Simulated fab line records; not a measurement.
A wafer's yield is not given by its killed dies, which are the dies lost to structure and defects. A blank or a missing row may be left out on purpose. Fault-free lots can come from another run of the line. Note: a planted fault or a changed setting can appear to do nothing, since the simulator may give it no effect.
Lot-split experiment || flow n5-finfet || route with 1938 steps; 7 lots, 39 wafers read

SPLIT DETAILS
At N5_FIN_CUT_ETCH_21 (etches SOC in N2/H2, target depth 219 nm, overetch 43.8 nm, time 523.5 s), the setting bias-w was moved away from the recipe's 61 W on 12 of the 39 wafers read, by +8.6% to +14.7%. The other wafers ran this setting at the recipe's value.

The reading is taken at the split's own step.

THE READING
rf-vpp-V, in V, at N5_FIN_CUT_ETCH_21 (etches SOC in N2/H2, target depth 219 nm, overetch 43.8 nm, time 523.5 s). Fault-free wafers of this fab line usually give 240.6 V, standard deviation 1.5 V.

{"wafer": "L076.1", "tool, chamber at the split": "rie-diel-03, 3", "bias-w as run, W": 61, "against the recipe": "recipe", "rf-vpp-V, V": 239.8, "against lot-mates on the recipe": "-"}
{"wafer": "L076.2", "tool, chamber at the split": "rie-diel-03, 2", "bias-w as run, W": 61, "against the recipe": "recipe", "rf-vpp-V, V": 241.9, "against lot-mates on the recipe": "-"}
{"wafer": "L076.3", "tool, chamber at the split": "rie-diel-03, 0", "bias-w as run, W": 69.63, "against the recipe": "+14.1%", "rf-vpp-V, V": 261.8, "against lot-mates on the recipe": "+20.7"}
{"wafer": "L076.4", "tool, chamber at the split": "rie-diel-03, 2", "bias-w as run, W": 61, "against the recipe": "recipe", "rf-vpp-V, V": 241.5, "against lot-mates on the recipe": "-"}
{"wafer": "L076.5", "tool, chamber at the split": "rie-diel-03, 3", "bias-w as run, W": 69.63, "against the recipe": "+14.1%", "rf-vpp-V, V": 260.5, "against lot-mates on the recipe": "+19.4"}
{"wafer": "L076.6", "tool, chamber at the split": "rie-diel-03, 0", "bias-w as run, W": 69.63, "against the recipe": "+14.1%", "rf-vpp-V, V": 261.2, "against lot-mates on the recipe": "+20.1"}
{"wafer": "L077.1", "tool, chamber at the split": "rie-diel-03, 2", "bias-w as run, W": 61, "against the recipe": "recipe", "rf-vpp-V, V": 241.0, "against lot-mates on the recipe": "-"}
{"wafer": "L077.2", "tool, chamber at the split": "rie-diel-03, 1", "bias-w as run, W": 61, "against the recipe": "recipe", "rf-vpp-V, V": 245.7, "against lot-mates on the recipe": "-"}
{"wafer": "L077.3", "tool, chamber at the split": "rie-diel-03, 3", "bias-w as run, W": 61, "against the recipe": "recipe", "rf-vpp-V, V": 238.6, "against lot-mates on the recipe": "-"}
{"wafer": "L077.4", "tool, chamber at the split": "rie-diel-03, 0", "bias-w as run, W": 61, "against the recipe": "recipe", "rf-vpp-V, V": 239.0, "against lot-mates on the recipe": "-"}
{"wafer": "L077.5", "tool, chamber at the split": "rie-diel-03, 1", "bias-w as run, W": 61, "against the recipe": "recipe", "rf-vpp-V, V": 242.5, "against lot-mates on the recipe": "-"}
{"wafer": "L077.6", "tool, chamber at the split": "rie-diel-03, 2", "bias-w as run, W": 61, "against the recipe": "recipe", "rf-vpp-V, V": 241.3, "against lot-mates on the recipe": "-"}
{"wafer": "L082.1", "tool, chamber at the split": "rie-diel-04, 0", "bias-w as run, W": 67.92, "against the recipe": "+11.3%", "rf-vpp-V, V": 255.9, "against lot-mates on the recipe": "+16.7"}
{"wafer": "L082.2", "tool, chamber at the split": "rie-diel-04, 3", "bias-w as run, W": 61, "against the recipe": "recipe", "rf-vpp-V, V": 238.1, "against lot-mates on the recipe": "-"}
{"wafer": "L082.3", "tool, chamber at the split": "rie-diel-04, 2", "bias-w as run, W": 61, "against the recipe": "recipe", "rf-vpp-V, V": 239.7, "against lot-mates on the recipe": "-"}
{"wafer": "L082.4", "tool, chamber at the split": "rie-diel-04, 1", "bias-w as run, W": 67.92, "against the recipe": "+11.3%", "rf-vpp-V, V": 258.1, "against lot-mates on the recipe": "+18.9"}
{"wafer": "L082.5", "tool, chamber at the split": "rie-diel-04, 1", "bias-w as run, W": 61, "against the recipe": "recipe", "rf-vpp-V, V": 239.8, "against lot-mates on the recipe": "-"}
{"wafer": "L082.6", "tool, chamber at the split": "rie-diel-04, 2", "bias-w as run, W": 67.92, "against the recipe": "+11.3%", "rf-vpp-V, V": 257.6, "against lot-mates on the recipe": "+18.4"}
{"wafer": "L091.1", "tool, chamber at the split": "rie-diel-04, 3", "bias-w as run, W": 61, "against the recipe": "recipe", "rf-vpp-V, V": 241.3, "against lot-mates on the recipe": "-"}
{"wafer": "L091.2", "tool, chamber at the split": "rie-diel-04, 1", "bias-w as run, W": 61, "against the recipe": "recipe", "rf-vpp-V, V": 238.0, "against lot-mates on the recipe": "-"}
{"wafer": "L091.3", "tool, chamber at the split": "rie-diel-04, 0", "bias-w as run, W": 61, "against the recipe": "recipe", "rf-vpp-V, V": 240.1, "against lot-mates on the recipe": "-"}
{"wafer": "L091.4", "tool, chamber at the split": "rie-diel-04, 2", "bias-w as run, W": 69.96, "against the recipe": "+14.7%", "rf-vpp-V, V": 264.0, "against lot-mates on the recipe": "+24.2"}
{"wafer": "L091.5", "tool, chamber at the split": "rie-diel-04, 1", "bias-w as run, W": 69.96, "against the recipe": "+14.7%", "rf-vpp-V, V": 262.6, "against lot-mates on the recipe": "+22.8"}
{"wafer": "L091.6", "tool, chamber at the split": "rie-diel-04, 0", "bias-w as run, W": 69.96, "against the recipe": "+14.7%", "rf-vpp-V, V": 260.8, "against lot-mates on the recipe": "+21.0"}
{"wafer": "L092.1", "tool, chamber at the split": "rie-diel-04, 2", "bias-w as run, W": 61, "against the recipe": "recipe", "rf-vpp-V, V": 240.2, "against lot-mates on the recipe": "-"}
{"wafer": "L092.3", "tool, chamber at the split": "rie-diel-04, 0", "bias-w as run, W": 61, "against the recipe": "recipe", "rf-vpp-V, V": 238.4, "against lot-mates on the recipe": "-"}
{"wafer": "L092.5", "tool, chamber at the split": "rie-diel-04, 2", "bias-w as run, W": 61, "against the recipe": "recipe", "rf-vpp-V, V": 241.4, "against lot-mates on the recipe": "-"}
{"wafer": "L095.1", "tool, chamber at the split": "rie-diel-05, 1", "bias-w as run, W": 66.27, "against the recipe": "+8.6%", "rf-vpp-V, V": 251.6, "against lot-mates on the recipe": "+11.0"}
{"wafer": "L095.2", "tool, chamber at the split": "rie-diel-05, 3", "bias-w as run, W": 66.27, "against the recipe": "+8.6%", "rf-vpp-V, V": 252.2, "against lot-mates on the recipe": "+11.6"}
{"wafer": "L095.3", "tool, chamber at the split": "rie-diel-05, 2", "bias-w as run, W": 61, "against the recipe": "recipe", "rf-vpp-V, V": 242.5, "against lot-mates on the recipe": "-"}
{"wafer": "L095.4", "tool, chamber at the split": "rie-diel-05, 0", "bias-w as run, W": 66.27, "against the recipe": "+8.6%", "rf-vpp-V, V": 255.4, "against lot-mates on the recipe": "+14.8"}
{"wafer": "L095.5", "tool, chamber at the split": "rie-diel-05, 1", "bias-w as run, W": 61, "against the recipe": "recipe", "rf-vpp-V, V": 239.4, "against lot-mates on the recipe": "-"}
{"wafer": "L095.6", "tool, chamber at the split": "rie-diel-05, 0", "bias-w as run, W": 61, "against the recipe": "recipe", "rf-vpp-V, V": 240.0, "against lot-mates on the recipe": "-"}
{"wafer": "L096.1", "tool, chamber at the split": "rie-diel-05, 2", "bias-w as run, W": 61, "against the recipe": "recipe", "rf-vpp-V, V": 241.2, "against lot-mates on the recipe": "-"}
{"wafer": "L096.2", "tool, chamber at the split": "rie-diel-05, 0", "bias-w as run, W": 61, "against the recipe": "recipe", "rf-vpp-V, V": 240.7, "against lot-mates on the recipe": "-"}
{"wafer": "L096.3", "tool, chamber at the split": "rie-diel-05, 1", "bias-w as run, W": 61, "against the recipe": "recipe", "rf-vpp-V, V": 238.5, "against lot-mates on the recipe": "-"}
{"wafer": "L096.4", "tool, chamber at the split": "rie-diel-05, 3", "bias-w as run, W": 61, "against the recipe": "recipe", "rf-vpp-V, V": 241.2, "against lot-mates on the recipe": "-"}
{"wafer": "L096.5", "tool, chamber at the split": "rie-diel-05, 1", "bias-w as run, W": 61, "against the recipe": "recipe", "rf-vpp-V, V": 239.3, "against lot-mates on the recipe": "-"}
{"wafer": "L096.6", "tool, chamber at the split": "rie-diel-05, 2", "bias-w as run, W": 61, "against the recipe": "recipe", "rf-vpp-V, V": 242.4, "against lot-mates on the recipe": "-"}

THE FIT
A straight line over all 39 wafers: rf-vpp-V changes by +1.48 V for each +1% of bias-w; r = +0.98; the points scatter about the line by 1.6 V.
The same after taking each lot's own level away (the mean of its wafers on the recipe; 39 wafers): +1.5 V for each +1%; r = +0.99; scatter 1.6 V.
That fit puts the effect of the largest move of bias-w on the reading at 22 V.
Measured against the standard deviation above, the lots' own levels, which go from 239.20 to 241.35 V, span 1.4 times it.
So the lot-to-lot level changes the slope little: the two slopes agree.
Check: +21.7 V against its lot-mates is what the line predicts for one of the wafers moved furthest among these (+14.7%) when that wafer is left out of the fit. It came out at +24.2 V against them.
Tool readings at the split's step, against how far the setting was moved: rf-vpp-V r = +0.98.

ADDITIONAL SPLITS CARRIED BY THESE WAFERS
Before the reading, these wafers also passed through other splits. Each is held against what the fit with the lots' levels taken away leaves over:
{"other split on the same wafers": "N5_WELL_APT_IMPLANT_31 energy-kev", "wafers away from the commonest value": 15, "r with rf-vpp-V (lot level and that fit taken away)": "+0.18"}
{"other split on the same wafers": "N5_WELL_APT_IMPLANT_32 energy-kev", "wafers away from the commonest value": 15, "r with rf-vpp-V (lot level and that fit taken away)": -0.18}
{"other split on the same wafers": "N5_FIN_SAQP_HM_DEP_03 target-thk-a", "wafers away from the commonest value": 12, "r with rf-vpp-V (lot level and that fit taken away)": "+0.10"}

THE FILE'S OWN FIT
rf-vpp-V changes by +1.5 V for each +1% of bias-w, r = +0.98.
